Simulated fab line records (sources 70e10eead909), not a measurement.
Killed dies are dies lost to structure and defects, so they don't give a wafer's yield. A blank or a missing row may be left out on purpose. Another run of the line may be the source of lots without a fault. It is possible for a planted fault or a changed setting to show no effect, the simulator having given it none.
Tool commonality check / flow nand-harc / 36 wafers sampled across 12 lots

REASON IT WAS OPENED
At NHARC_P_STI_INSPECT_11 the reading raw-defect-count is flagged on 2 of 12 lots. No-fault wafers: 6, standard deviation 3.3.
Rule: a lot is flagged when every wafer of it that has a number lies more than 4 standard deviations from that mean, or none has a number. As for the other lots, they are considered sound.

lot=L460; measured=day 2 15:52; on=defect-inspect-02; raw-defect-count, wafer by wafer=5 5 1; flag=
lot=L459; measured=day 2 16:02; on=defect-inspect-01; raw-defect-count, wafer by wafer=9 8 3; flag=
lot=L461; measured=day 3 03:52; on=defect-inspect-02; raw-defect-count, wafer by wafer=7 8 12; flag=
lot=L462; measured=day 3 04:03; on=defect-inspect-02; raw-defect-count, wafer by wafer=5 1 2; flag=
lot=L464; measured=day 3 19:14; on=defect-inspect-02; raw-defect-count, wafer by wafer=5 3 3; flag=
lot=L466; measured=day 4 05:08; on=defect-inspect-02; raw-defect-count, wafer by wafer=10 5 1; flag=
lot=L467; measured=day 4 12:59; on=defect-inspect-02; raw-defect-count, wafer by wafer=3 3 8; flag=
lot=L473; measured=day 6 01:41; on=defect-inspect-01; raw-defect-count, wafer by wafer=747 754 766; flag=FLAGGED
lot=L474; measured=day 6 01:52; on=defect-inspect-02; raw-defect-count, wafer by wafer=770 732 786; flag=FLAGGED
lot=L478; measured=day 7 08:53; on=defect-inspect-01; raw-defect-count, wafer by wafer=6 9 6; flag=
lot=L479; measured=day 7 09:03; on=defect-inspect-01; raw-defect-count, wafer by wafer=4 1 11; flag=
lot=L481; measured=day 7 23:08; on=defect-inspect-01; raw-defect-count, wafer by wafer=4 4 7; flag=
Flagged lots average 759: +753 relative to the usual, that is +99 or more standard deviations.

WHICH TOOL EACH LOT WENT THROUGH
The record holds 2 process steps before the reading, out of a route of 1159 steps. Each cell gives the tool, then ch followed by the chambers the sampled wafers passed through, then the start.
lot=L460; flag=; NHARC_P_ZERO_WELL_ETCH_62=rie-diel-10 ch 1,2, day 2 01:53 or earlier; NHARC_P_STI_ETCH_26=wet-bench-06 ch 2,3,4, day 2 01:53
lot=L459; flag=; NHARC_P_ZERO_WELL_ETCH_62=rie-diel-01 ch 1,2, day 1 20:13 or earlier; NHARC_P_STI_ETCH_26=wet-bench-09 ch 2,3,5, day 1 20:13
lot=L461; flag=; NHARC_P_ZERO_WELL_ETCH_62=rie-diel-04 ch 0,2,3, day 2 07:34 or earlier; NHARC_P_STI_ETCH_26=wet-bench-09 ch 2,4,5, day 2 07:34
lot=L462; flag=; NHARC_P_ZERO_WELL_ETCH_62=rie-diel-10 ch 1,2,3, day 2 13:38 or earlier; NHARC_P_STI_ETCH_26=wet-bench-06 ch 2,6,7, day 2 13:38
lot=L464; flag=; NHARC_P_ZERO_WELL_ETCH_62=rie-diel-10 ch 0,1, day 3 01:46 or earlier; NHARC_P_STI_ETCH_26=wet-bench-09 ch 0,6,7, day 3 01:46
lot=L466; flag=; NHARC_P_ZERO_WELL_ETCH_62=rie-diel-10 ch 0,2,3, day 3 13:45 or earlier; NHARC_P_STI_ETCH_26=wet-bench-06 ch 0,1,7, day 3 13:45
lot=L467; flag=; NHARC_P_ZERO_WELL_ETCH_62=rie-diel-01 ch 2,3, day 3 20:25 or earlier; NHARC_P_STI_ETCH_26=wet-bench-09 ch 0,2,6, day 3 20:25
lot=L473; flag=FLAGGED; NHARC_P_ZERO_WELL_ETCH_62=rie-diel-01 ch 0,2, day 5 08:01 or earlier; NHARC_P_STI_ETCH_26=wet-bench-04 ch 3,4,5, day 5 08:01
lot=L474; flag=FLAGGED; NHARC_P_ZERO_WELL_ETCH_62=rie-diel-01 ch 0,1, day 5 13:39 or earlier; NHARC_P_STI_ETCH_26=wet-bench-04 ch 1,4,6, day 5 13:39
lot=L478; flag=; NHARC_P_ZERO_WELL_ETCH_62=rie-diel-10 ch 0,1, day 6 13:37 or earlier; NHARC_P_STI_ETCH_26=wet-bench-09 ch 5,6,7, day 6 13:37
lot=L479; flag=; NHARC_P_ZERO_WELL_ETCH_62=rie-diel-01 ch 1,2,3, day 6 19:29 or earlier; NHARC_P_STI_ETCH_26=wet-bench-06 ch 0,3,5, day 6 19:29
lot=L481; flag=; NHARC_P_ZERO_WELL_ETCH_62=rie-diel-04 ch 2,3, day 7 07:43 or earlier; NHARC_P_STI_ETCH_26=wet-bench-09 ch 0,4,7, day 7 07:43
These steps, and what they do:
- NHARC_P_ZERO_WELL_ETCH_62: etches the open film in CHF3/Ar, target depth 13 nm, time 6.5 s.
- NHARC_P_STI_ETCH_26: etches SiO2 in dHF, target depth 11 nm.
- NHARC_P_STI_INSPECT_11

FLAGGED AGAINST TOTAL, ONE TOOL AT A TIME (gauges that did the reading follow at the end)
step=NHARC_P_ZERO_WELL_ETCH_62; tool=rie-diel-01; lots run=5; flagged=2; share of the flagged lots=all; sound lots run after its first flagged lot=1 (L479)
step=NHARC_P_ZERO_WELL_ETCH_62; tool=rie-diel-04; lots run=2; flagged=0; share of the flagged lots=none; sound lots run after its first flagged lot=-
step=NHARC_P_ZERO_WELL_ETCH_62; tool=rie-diel-10; lots run=5; flagged=0; share of the flagged lots=none; sound lots run after its first flagged lot=-
step=NHARC_P_STI_ETCH_26; tool=wet-bench-04; lots run=2; flagged=2; share of the flagged lots=all; sound lots run after its first flagged lot=0
step=NHARC_P_STI_ETCH_26; tool=wet-bench-06; lots run=4; flagged=0; share of the flagged lots=none; sound lots run after its first flagged lot=-
step=NHARC_P_STI_ETCH_26; tool=wet-bench-09; lots run=6; flagged=0; share of the flagged lots=none; sound lots run after its first flagged lot=-
step=NHARC_P_STI_INSPECT_11; tool=defect-inspect-01; lots run=5; flagged=1; share of the flagged lots=some; sound lots run after its first flagged lot=3 (L478,L479,L481)
step=NHARC_P_STI_INSPECT_11; tool=defect-inspect-02; lots run=7; flagged=1; share of the flagged lots=some; sound lots run after its first flagged lot=0
NHARC_P_ZERO_WELL_ETCH_62: start missing for some lots; hours and lot order therefore follow NHARC_P_STI_ETCH_26.

WHAT THE TABLE ALLOWS
In 2 table rows, all flagged lots were run: rie-diel-01 (NHARC_P_ZERO_WELL_ETCH_62), wet-bench-04 (NHARC_P_STI_ETCH_26).
- rie-diel-01 at NHARC_P_ZERO_WELL_ETCH_62: 2 of its 5 lots flagged. Sound lots followed the first flagged one (L479) on it, something a lasting fault affecting the whole tool could not allow.
- wet-bench-04 at NHARC_P_STI_ETCH_26: 2 of its 2 lots flagged. No sound lot ran on it before its first flagged lot in this sample; the start therefore can't be narrowed down.
Just one tool remains: wet-bench-04 at NHARC_P_STI_ETCH_26.

WHAT THE SIMULATOR PUT IN
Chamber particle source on wet-bench-04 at NHARC_P_STI_ETCH_26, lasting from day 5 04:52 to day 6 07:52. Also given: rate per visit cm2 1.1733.
Struck lots among those shown: L473, L474. This agrees with what the rule above found.
